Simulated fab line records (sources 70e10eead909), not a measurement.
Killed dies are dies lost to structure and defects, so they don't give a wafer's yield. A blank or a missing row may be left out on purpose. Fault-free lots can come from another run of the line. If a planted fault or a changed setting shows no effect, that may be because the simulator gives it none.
Chamber matching    flow nand-harc    rie-diel-08 running NHARC_A_CHANNEL_HOLE_D1_ETCH_38: 4 sister chambers
The step etches the open film in CF4, target depth 39 nm, time 65 s. 20 wafers are shown with their chamber, then 10 later ones without.

== WAFERS PAIRED WITH THEIR CHAMBERS ==
wafer   chamber  oes-product-au (a.u.)  rf-vpp-V (V)  throttle-valve-pct (%)
L078.1  3        1.011                  152.9         13.296
L078.5  0        0.985                  150.2         13.271
L078.6  1        0.983                  150.6         13.280
L077.1  1        0.999                  150.9         13.286
L077.4  3        1.017                  152.9         13.288
L077.6  3        1.019                  151.2         13.300
L079.1  2        0.996                  150.3         13.275
L079.2  3        1.023                  149.4         13.296
L079.6  1        0.989                  150.4         13.281
L080.1  2        0.991                  151.3         13.283
L080.3  3        1.016                  152.3         13.284
L080.5  0        0.986                  151.8         13.291
L082.1  1        0.979                  150.9         13.280
L082.4  3        1.010                  150.9         13.281
L082.6  3        1.012                  153.4         13.286
L087.1  0        0.993                  150.9         13.298
L087.4  1        0.984                  151.6         13.287
L087.6  1        0.979                  150.7         13.287
L088.2  3        1.003                  151.7         13.293
L088.3  2        0.979                  151.5         13.299

SIGNATURES, as means of the wafers listed above
reading             chamber 0  chamber 1  chamber 2  chamber 3  scatter within a chamber
oes-product-au      0.98800    0.98550    0.98867    1.01387    0.00683
rf-vpp-V            150.967    150.850    151.033    151.838    0.972
throttle-valve-pct  13.28667   13.28350   13.28567   13.29050   0.00817
Rule: for a wafer and a chamber, the distance is found by dividing, reading by reading, the gap between the wafer's reading and the chamber's mean by the reading's scatter, squaring, summing and taking the root. The wafer belongs to the nearest chamber; if the next one is less than 2 further off, it can't be placed. The scatter: take each reading less its chamber's mean, square it, sum over the shown wafers, divide by the number of wafers less the number of chambers, and take the root.

== WAFERS WITH NO CHAMBER GIVEN ==
wafer   oes-product-au (a.u.)  rf-vpp-V (V)  throttle-valve-pct (%)
L088.6  0.987                  150.8         13.282
L092.3  0.988                  151.9         13.276
L092.4  1.006                  152.1         13.304
L092.6  0.979                  149.8         13.287
L094.1  0.985                  150.9         13.284
L094.2  0.974                  151.3         13.284
L094.5  0.994                  152.7         13.284
L096.1  0.969                  151.8         13.289
L096.2  0.994                  151.3         13.274
L096.6  0.998                  153.7         13.295

== CHAMBER TAKEN BY EACH ==
wafer   from the rows above                in truth
L088.6  can't be placed: 1 or 2 or 0       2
L092.3  can't be placed: 1 or 2 or 0       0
L092.4  can't be placed: 3 or 2 or 0       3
L092.6  can't be placed: 1 or 0 or 2       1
L094.1  can't be placed: 1 or 0 or 2       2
L094.2  can't be placed: 1 or 0 or 2       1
L094.5  can't be placed: 2 or 0 or 1 or 3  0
L096.1  can't be placed: 1 or 0 or 2       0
L096.2  can't be placed: 2 or 1 or 0 or 3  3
L096.6  can't be placed: 3 or 2 or 0 or 1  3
Placed correctly: 0 of 10. Unplaceable from these rows: 10, with the true chamber sitting among the candidates in 10. Wrongly placed: 0.
